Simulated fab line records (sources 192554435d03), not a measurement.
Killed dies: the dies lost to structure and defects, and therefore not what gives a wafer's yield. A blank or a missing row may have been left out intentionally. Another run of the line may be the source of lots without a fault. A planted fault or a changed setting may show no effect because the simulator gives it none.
A single fault, viewed from 2 desks :: flow n5 finfet :: each desk has only its own numbers; what lay behind them comes last

## THE METROLOGY DESK
Lot by lot, what the gauges showed, no matter which tool ran the lot: averages of those sampled wafers that carry a number. If a lot's mean is further than 4 standard deviations from the usual mean, the lot is out of limits and carries the mark OUT (the distance appears in the brackets).
Columns: A = M12_ILD_THK at N5_BEOL_M12_THK_MEAS_01, usual 652 nm
lot: L337
first seen here: day 12 00:12
A: 652

lot: L343
first seen here: day 13 11:05
A: 660

lot: L348
first seen here: day 15 00:19
A: 667

lot: L349
first seen here: day 15 14:22
A: 663
This desk's verdict: no lot among the 4 shows anything out of limits.

## FOR THE TOOL OWNER'S DESK: pecvd-01
The tool's own readings at N5_BEOL_M12_ILD_DEP_00 (deposits SiOC from DEMS/O2, target thk 658.92 nm, time 130.7 s): means of the sampled wafers that have a number, for each lot that ran on this tool. If a lot's mean is further than 4 standard deviations from the usual mean, the lot is out of limits and carries the mark OUT (the distance appears in the brackets).
Columns: A = heater power w at N5_BEOL_M12_ILD_DEP_00, usual 476 W; B = run length s at N5_BEOL_M12_ILD_DEP_00, usual 175.7 s; C = showerhead plenum p Torr at N5_BEOL_M12_ILD_DEP_00, usual 5.691 Torr; D = throttle valve pct at N5_BEOL_M12_ILD_DEP_00, usual 11.6 %
lot: L337
first seen here: day 12 00:04
A: 567
B: 175.6
C: 5.692
D: 12.3

lot: L348
first seen here: day 15 00:14
A: 455
B: 179.0 (+7.0) OUT
C: 5.702
D: 11.8

lot: L349
first seen here: day 15 14:14
A: 457
B: 179.0 (+7.0) OUT
C: 5.704
D: 11.9
Finding of this desk: L348, L349 out of limits; the first was L348 at day 15 00:14, on run length s at N5_BEOL_M12_ILD_DEP_00. In limits: L337.

## PUT TOGETHER
On L348, L349, at day 15 00:14, an alarm was possible from the tool owner's desk.
Nothing out of limits was seen by the metrology desk.
The metrology desk has L348, L349 on record, within its limits.
N5_BEOL_M12_ILD_DEP_00 was run on pecvd-01 by each of the lots named.

## WHAT HAD BEEN PUT IN BY THE SIMULATOR
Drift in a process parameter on pecvd-01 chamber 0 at N5_BEOL_M12_ILD_DEP_00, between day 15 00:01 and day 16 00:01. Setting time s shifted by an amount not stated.
Shown lots that were struck: L348, L349.
Delay in hours, fault start to first out-of-limits reading, by desk: the tool owner's desk at 0.
